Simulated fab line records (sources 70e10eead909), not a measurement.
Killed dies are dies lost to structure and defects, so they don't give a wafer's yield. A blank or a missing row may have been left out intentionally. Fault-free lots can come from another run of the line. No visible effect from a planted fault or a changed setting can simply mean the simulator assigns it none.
fab line records | flow nand-harc
record: lots: 14 wafers: 42 last-day: 33
route steps=1302 shown A_CHANNEL_FILL_D1@508 A_DECK1_JOINT@542 A_ONON_D2@549
lots with no fault: from the same line, run without faults
start-h: hours from the record's opening day to when the first of the lot's shown wafers began | wait-h: hours since the lot's step before | " same as the row above | L1.1+2: a single row standing in for several wafers | - no value present, or no start provided | * or withheld: withheld | < > ~ a bound
route shown NAME@n: NAME is a module with steps in the file, n the number in the route of the first one | usual: average and standard deviation across the fault-free wafers | same: alike in all rows | chamber/n: place in a boat | sites: each site's reading | _std_site: how widely they spread, as a standard deviation | _edge_site: the outer-site mean with the inner-site mean subtracted | radius-mm: for every site, how far away it sits from the centre of the wafer | mask NAME#n: copy n | behind: tool/chamber where the wafer was last shaped | hold: reason for holding the lot/hours on hold/outcome of the hold | device: whichever transistor did not switch (one of n, p or np) | end of line: at the end of the route, the tests of the same wafers | where a step has no rows: the recipe by itself | killed: dies lost to structure and defects at the first sort, not the wafer's yield | map: per-die view of a wafer (x killed, . not killed, _ where there is no die)
set.NAME: the setting the step ran with; set.NAME@STEP: the setting that earlier step ran with | model.NAME: the simulator's own value behind a step, which no gauge read
the route's steps for a sample of lots (tables are steps, rows are wafers)
services: the hour from which a tool's chamber was out of use, counted from the record's first day as start-h (under 0 if before that day), plus the number of hours and why
== steps ==
step: NHARC_A_CHANNEL_FILL_D1_ETCHBACK_08
recipe: target-depth-a: 2200 time-s: 110 c4f8-flow-sccm: 20 ar-flow-sccm: withheld rf-w: 600 bias-w: 300 chemistry: C4F8
usual: oes-product-au: 0.96/0.036 rf-fwd-power-W: 596.2/2.3 rf-vpp-V: 441.5/2.9
columns lot.wafer tool chamber start-h wait-h oes-product-au rf-fwd-power-W rf-hours-counter-h rf-vpp-V
L276.1 rie-diel-09 2 - - 0.93 593.9 4.4 444.2
L276.2 " 3 " " 0.94 599.6 3.8 445.2
L276.3 " 0 " " 0.94 596.9 4.4 443.4
L277.2 rie-diel-13 3 - - 0.99 595.3 7.2 439.7
L277.5 " 3 " " 1.00 597.2 - 439.9
L277.6 " 0 " " 0.98 593.9 - 435.6
L278.3 rie-diel-13 2 - - 1.01 596.4 7.0 442.8
L278.2 " 3 " " 1.00 596.2 7.4 439.4
L278.5 " 1 " " 1.00 592.9 - 441.5
L279.3 rie-diel-09 0 - - 0.98 598.1 6.5 443.0
L279.4 " 1 " " 0.99 593.7 8.5 442.4
L279.6 " 3 " " 1.00 591.8 - 442.6
L280.3 rie-diel-09 1 - - 0.92 597.7 8.6 443.4
L280.2 " 2 " " 0.93 590.6 8.6 443.2
L280.5 " 0 " " 0.92 596.0 - 443.8
L282.1 rie-diel-09 0 - - 0.90 599.4 8.1 443.3
L282.2 " 1 " " 0.92 595.1 10.1 443.6
L282.5 " 0 " " 0.90 600.5 - 443.7
L281.1 rie-diel-13 2 - - 0.94 594.2 8.8 442.2
L281.3 " 0 " " 0.91 597.6 8.3 436.0
L281.6 " 2 " " 0.94 596.6 - 441.9
L284.1 rie-diel-13 2 - - 1.01 596.2 9.9 442.6
L284.3 " 3 " " 0.99 597.7 10.2 439.8
L284.5 " 2 " " 1.01 596.0 - 444.1
L290.3 rie-diel-12 0 - - 0.93 599.0 5.6 440.4
L290.1 " 1 " " 0.92 599.7 5.6 445.4
L290.5 " 3 " " 0.93 599.3 - 443.7
L292.2 rie-diel-12 3 - - 0.95 595.9 6.5 444.6
L292.4 " 1 " " 0.93 596.8 7.2 445.4
L292.5 " 3 " " 0.95 596.6 - 444.4
L296.2 rie-diel-13 1 - - 0.93 593.3 5.3 441.2
L296.3 " 3 " " 0.92 598.3 4.9 440.0
L296.6 " 0 " " 0.94 596.1 - 435.4
L295.4 rie-diel-12 3 - - 1.01 598.0 7.5 444.3
L295.2 " 0 " " 1.02 592.8 8.2 438.0
L295.1 " 2 " " 1.02 594.3 7.4 436.3
L297.1 rie-diel-13 2 - - 0.93 597.2 6.4 443.5
L297.5 " 0 " " 0.93 593.0 - 438.8
L297.6 " 1 " " 0.93 591.5 - 441.8
L298.4 rie-diel-09 2 - - 0.91 592.9 8.6 443.8
L298.3 " 3 " " 0.93 597.3 8.4 444.2
L298.6 " 1 " " 0.92 597.1 - 442.4
step: NHARC_A_DECK1_JOINT_DEP_16
recipe: target-thk-a: 450 temp-c: 400 pressure-torr: 6.5 rf-w: 900 teos-flow-sccm: 161.4 flow-sccm: 2650 target-thk-nm: 45 gas: O2 material: SiO2
usual: heater-power-w: 572/75 rf-fwd-power-W: 895.5/2.8 susceptor-temp-C: 399.99/0.23 throttle-valve-pct: 15.9/0.54
columns lot.wafer tool chamber start-h wait-h heater-power-w rf-fwd-power-W susceptor-temp-C throttle-valve-pct
L276.2 pecvd-01 2 269.65 0.1 583 895.5 400.12 16.8
L276.1 " 0 " " 575 898.1 399.80 15.5
L276.3 " 1 " " 554 894.1 400.12 15.9
L277.2 pecvd-02 0 298.10 0.1 746 896.2 400.31 15.8
L277.5 " 2 " " 641 891.5 399.84 16.5
L277.6 " 0 " " 721 902.9 400.08 16.2
L278.2 pecvd-04 2 305.52 0.1 641 893.2 400.12 15.5
L278.3 " 0 " " 550 895.7 399.80 15.1
L278.5 " 0 " " 553 894.3 399.97 15.3
L280.2 pecvd-04 1 319.47 0.1 486 894.9 400.19 16.8
L280.3 " 2 " " 580 897.4 400.37 15.4
L280.5 " 1 " " 485 892.8 399.42 16.8
L279.3 pecvd-04 1 319.64 0.2 544 898.5 400.10 17.0
L279.6 " 1 " " 547 893.6 400.10 16.8
L279.4 " 2 " " 576 890.2 399.60 15.6
L281.3 pecvd-04 2 337.23 0.1 561 895.6 399.87 15.6
L281.1 " 0 " " 514 893.3 400.02 15.4
L281.6 " 2 " " 565 900.9 399.85 15.7
L282.2 pecvd-01 0 337.24 0.1 506 890.5 400.16 15.7
L282.1 " 2 " " 633 895.2 399.81 15.8
L282.5 " 2 " " 644 894.6 399.92 16.1
L284.3 pecvd-02 2 351.06 0.1 610 889.7 399.72 16.1
L284.1 " 0 " " 611 897.6 400.23 15.6
L284.5 " 1 " " 508 892.8 399.86 15.3
L290.1 pecvd-01 2 416.26 0.2 720 898.1 399.71 16.1
L290.3 " 0 " " 636 893.5 400.12 15.5
L290.5 " 1 " " 546 893.5 400.15 15.8
L292.2 pecvd-01 0 445.66 0.1 532 895.0 399.36 15.8
L292.4 " 2 " " 728 893.2 399.97 16.5
L292.5 " 0 " " 534 896.3 399.51 15.6
L295.1 pecvd-02 2 473.42 0.1 601 894.1 399.55 16.0
L295.2 " 1 " " 618 892.7 400.05 15.2
L295.4 " 2 " " 603 895.5 399.47 16.4
L296.2 pecvd-04 2 473.42 0.1 581 896.9 400.00 15.9
L296.3 " 0 " " 538 893.9 399.89 15.3
L296.6 " 0 " " 542 897.6 399.81 15.0
L297.1 pecvd-04 2 493.51 0.1 613 899.9 400.33 16.1
L297.6 " 2 " " 622 905.1 400.08 16.0
L297.5 " 0 " " 556 898.6 400.11 15.0
L298.3 pecvd-02 0 493.54 0.1 652 901.7 399.91 16.2
L298.4 " 1 " " 480 899.6 399.86 15.3
L298.6 " 0 " " 659 900.0 400.08 16.0
step: NHARC_A_ONON_D2_DEP_06
recipe: target-thk-a: 10000 n2-flow-sccm: 2750 n2o-flow-sccm: 2000 nh3-flow-sccm: 500 sih4-flow-sccm: 210 temp-c: 400
usual: n2o-flow-sccm: 1999/5.6 susceptor-temp-C: 400.01/0.22
columns lot.wafer tool chamber start-h wait-h n2o-flow-sccm susceptor-temp-C
L276.1 pecvd-onon-04 0 271.17 0.1 2009 399.95
L276.2 " 0 " " 1995 400.04
L276.3 " 0 " " 1998 399.91
L277.2 pecvd-onon-01 0 299.61 0.1 2006 400.13
L277.5 " 0 " " 2009 400.08
L277.6 " 0 " " 1996 399.68
L278.2 pecvd-onon-03 0 307.07 0.1 1994 400.06
L278.3 " 0 " " 2002 400.12
L278.5 " 0 " " 2002 400.18
L280.2 pecvd-onon-03 0 321.04 0.1 1991 399.73
L280.3 " 0 " " 1995 399.80
L280.5 " 0 " " 2007 399.79
L279.3 pecvd-onon-01 0 321.28 0.2 1995 399.64
L279.4 " 0 " " 1992 399.62
L279.6 " 0 " " 1997 399.63
L281.1 pecvd-onon-01 0 338.72 0.1 1992 399.82
L281.3 " 0 " " 1999 399.94
L281.6 " 0 " " 1995 399.94
L282.1 pecvd-onon-04 0 338.75 0.1 1993 400.22
L282.2 " 0 " " 2002 399.97
L282.5 " 0 " " 1994 399.83
L284.1 pecvd-onon-04 0 352.59 0.1 1995 399.93
L284.3 " 0 " " 1996 399.76
L284.5 " 0 " " 1995 399.91
L290.1 pecvd-onon-01 0 417.77 0.1 1996 400.25
L290.3 " 0 " " 1994 399.92
L290.5 " 0 " " 1991 399.69
L292.2 pecvd-onon-04 0 447.17 0.1 1999 399.84
L292.4 " 0 " " 2005 400.17
L292.5 " 0 " " 2009 400.11
L295.1 pecvd-onon-04 0 474.93 0.1 1994 399.87
L295.2 " 0 " " 1992 399.94
L295.4 " 0 " " 1999 400.06
L296.2 pecvd-onon-03 0 475.00 0.1 2010 399.86
L296.3 " 0 " " 2000 400.26
L296.6 " 0 " " 2016 399.78
L297.1 pecvd-onon-01 0 495.01 0.1 2001 400.30
L297.5 " 0 " " 2001 399.94
L297.6 " 0 " " 2004 400.34
L298.3 pecvd-onon-03 0 495.11 0.2 1994 400.22
L298.4 " 0 " " 2000 400.01
L298.6 " 0 " " 1998 400.11
step: NHARC_A_ONON_D2_THK_MEAS_08
recipe: thk-meas-gauge: ellipsometry
usual: thk-nm: 1001/11
columns lot.wafer tool chamber start-h wait-h hold thk-nm
L276.1 film-metro-01 - 271.67 - - 1001
L276.2 " - " " - 1000
L276.3 " - " " - 1001
L277.2 film-metro-02 - 300.06 - - 997
L277.5 " - " " - 996
L277.6 " - " " - 995
L278.2 film-metro-01 - 307.52 - - 994
L278.3 " - " " - 995
L278.5 " - " " - 997
L280.2 film-metro-02 - 321.50 - - 1000
L280.3 " - " " - 1002
L280.5 " - " " - 1002
L279.3 film-metro-01 - 321.67 - - 1026
L279.4 " - " " - 1026
L279.6 " - " " - 1028
L281.1 film-metro-02 - 339.23 - - 1007
L281.3 " - " " - 1006
L281.6 " - " " - 1006
L282.1 film-metro-02 - 339.27 - - 1015
L282.2 " - " " - 1011
L282.5 " - " " - 1012
L284.1 film-metro-02 - 353.11 - - 1002
L284.3 " - " " - 1000
L284.5 " - " " - 1001
L290.1 film-metro-01 - 418.28 - - 1006
L290.3 " - " " - 1007
L290.5 " - " " - 1005
L292.2 film-metro-01 - 447.62 - await-dispo/0.2h/release 567
L292.4 " - " " await-dispo/0.2h/release 567
L292.5 " - " " await-dispo/0.2h/release 566
L292.2 film-metro-01 - 447.79 0.2 - 567
L292.4 " - " " - 566
L292.5 " - " " - 564
L295.1 film-metro-01 - 475.44 - await-dispo/0.2h/release 597
L295.2 " - " " await-dispo/0.2h/release 597
L295.4 " - " " await-dispo/0.2h/release 597
L295.1 film-metro-01 - 475.61 0.2 - 597
L295.2 " - " " - 595
L295.4 " - " " - 596
L296.2 film-metro-02 - 475.45 - - 987
L296.3 " - " " - 987
L296.6 " - " " - 986
L298.3 film-metro-01 - 495.50 - - 1013
L298.4 " - " " - 1014
L298.6 " - " " - 1014
L297.1 film-metro-02 - 495.52 - - 982
L297.5 " - " " - 980
L297.6 " - " " - 981
== services ==
columns tool chamber start-h hours kind
pecvd-01 - 210.19 0.6 repair
pecvd-02 - 227.00 13.0 pm
pecvd-onon-03 - 227.05 13.0 pm
rie-diel-09 0 236.91 5.7 repair
pecvd-02 1 262.87 5.6 repair
pecvd-onon-01 - 269.00 13.0 pm
pecvd-04 - 269.57 13.0 pm
rie-diel-13 2 279.44 1.5 repair
rie-diel-09 2 280.90 45.9 repair
rie-diel-13 - 282.80 0.6 repair
rie-diel-09 3 288.76 1.9 repair
pecvd-04 - 290.80 3.0 repair
rie-diel-09 0 311.22 8.4 repair
pecvd-onon-04 - 311.25 13.0 pm
rie-diel-09 - 320.10 9.0 pm
rie-diel-13 - 342.06 9.0 pm
pecvd-04 - 348.98 0.8 repair
pecvd-04 2 370.96 2.1 repair
rie-diel-09 0 399.93 1.3 repair
pecvd-onon-01 - 450.00 13.0 pm
pecvd-04 - 450.57 13.0 pm
rie-diel-09 1 464.49 6.6 repair
pecvd-04 - 479.32 0.7 repair
pecvd-onon-04 - 492.25 13.0 pm
== key ==
first-sign: step: NHARC_A_ONON_D2_THK_MEAS_08 reading: visit direction: added
effect: step: NHARC_A_ONON_D2_THK_MEAS_08 reading: thk-nm direction: down sigmas: 38 usual: 1001 struck: 582
met-at NHARC_A_ONON_D2_DEP_06
struck-lots L292,L295
later-rows-left-out L292.2,L292.4,L292.5,L295.1,L295.2,L295.4
sort-left-out L292.2,L292.4,L292.5,L295.1,L295.2,L295.4
tester-left-out L292,L295
not-acting-at NHARC_A_CHANNEL_FILL_D1_ETCHBACK_08,NHARC_A_DECK1_JOINT_DEP_16
onset-between 352.59 447.17
fault: kind: process-parameter-drift tool: pecvd-onon-04 chamber: - onset-h: 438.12 steps: NHARC_A_ONON_D2_DEP_06 channel: target-thk-a offset: * shape: step end-h: 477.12 acts-in: * stated: *
tester-left-out: of these lots the tester's yield and bins aren't shown, on N5 and GAA mostly nor the transistor test; their killed dies are dies lost to structure and defects alone, not to doping, threshold or leakage, so they don't give the yield
sort-left-out: the simulated sort isn't trusted on such a fault, so these wafers' sort isn't shown, and their yield isn't known
later-rows-left-out: the simulator's readings of these wafers behind a module that went badly wrong aren't trusted and aren't shown, but for the sort
